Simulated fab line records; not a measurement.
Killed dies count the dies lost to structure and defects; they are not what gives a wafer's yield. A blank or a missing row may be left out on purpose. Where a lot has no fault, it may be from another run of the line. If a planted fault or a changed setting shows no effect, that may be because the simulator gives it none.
Matching of chambers / flow n5-finfet / 4 sister chambers for N5_DUMMY_GATE_CMP_04 on cmp-01
The step polishes a-Si. 8 wafers are shown with their chamber, then 10 later ones without.

== WAFERS, EACH WITH ITS CHAMBER ==
wafer=L078.1; chamber=3; motor-current-A (A)=9.9; time-to-endpoint-s (s)=14.5
wafer=L078.3; chamber=2; motor-current-A (A)=9.5; time-to-endpoint-s (s)=13.5
wafer=L079.4; chamber=3; motor-current-A (A)=10.1; time-to-endpoint-s (s)=17.1
wafer=L084.4; chamber=0; motor-current-A (A)=9.5; time-to-endpoint-s (s)=15.8
wafer=L084.5; chamber=2; motor-current-A (A)=9.4; time-to-endpoint-s (s)=14.8
wafer=L084.6; chamber=1; motor-current-A (A)=9.5; time-to-endpoint-s (s)=15.0
wafer=L093.3; chamber=0; motor-current-A (A)=9.5; time-to-endpoint-s (s)=15.3
wafer=L093.4; chamber=1; motor-current-A (A)=9.6; time-to-endpoint-s (s)=16.6

== WAFERS WHOSE CHAMBER IS MISSING ==
wafer=L093.6; motor-current-A (A)=9.6; time-to-endpoint-s (s)=14.8
wafer=L094.1; motor-current-A (A)=10.0; time-to-endpoint-s (s)=14.7
wafer=L094.4; motor-current-A (A)=9.4; time-to-endpoint-s (s)=16.6
wafer=L094.6; motor-current-A (A)=9.8; time-to-endpoint-s (s)=14.7
wafer=L097.1; motor-current-A (A)=9.6; time-to-endpoint-s (s)=15.6
wafer=L097.4; motor-current-A (A)=9.1; time-to-endpoint-s (s)=13.6
wafer=L097.5; motor-current-A (A)=9.5; time-to-endpoint-s (s)=17.2
wafer=L097.2; motor-current-A (A)=10.1; time-to-endpoint-s (s)=13.3
wafer=L097.3; motor-current-A (A)=9.7; time-to-endpoint-s (s)=15.3
wafer=L097.6; motor-current-A (A)=9.3; time-to-endpoint-s (s)=15.1

== THE CHAMBER EACH PASSED THROUGH ==
wafer=L093.6; from the rows above=can't be placed: 1 or 0 or 2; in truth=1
wafer=L094.1; from the rows above=3; in truth=3
wafer=L094.4; from the rows above=can't be placed: 0 or 1 or 2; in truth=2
wafer=L094.6; from the rows above=can't be placed: 3 or 1 or 0 or 2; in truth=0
wafer=L097.1; from the rows above=can't be placed: 1 or 0 or 2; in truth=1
wafer=L097.4; from the rows above=can't be placed: 2 or 0 or 1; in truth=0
wafer=L097.5; from the rows above=can't be placed: 1 or 0 or 2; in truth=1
wafer=L097.2; from the rows above=3; in truth=3
wafer=L097.3; from the rows above=can't be placed: 1 or 0 or 2 or 3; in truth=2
wafer=L097.6; from the rows above=can't be placed: 2 or 0 or 1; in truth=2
2 of 10 placed correctly. Unplaceable from these rows: 8, with the true chamber sitting among the candidates in 8. 0 placed wrongly.
How it was worked out, from the rows above alone: a wafer's distance from a chamber is the root of the sum, over the readings, of the square of ((its reading less the chamber's mean) divided by the reading's scatter). The wafer belongs to the nearest chamber; if the next one is less than 2 further off, it can't be placed. A chamber's mean is the mean of its shown wafers. The scatter is the square root of a quotient: the sum, over the shown wafers, of each reading's squared deviation from its chamber's mean, divided by wafers minus chambers.
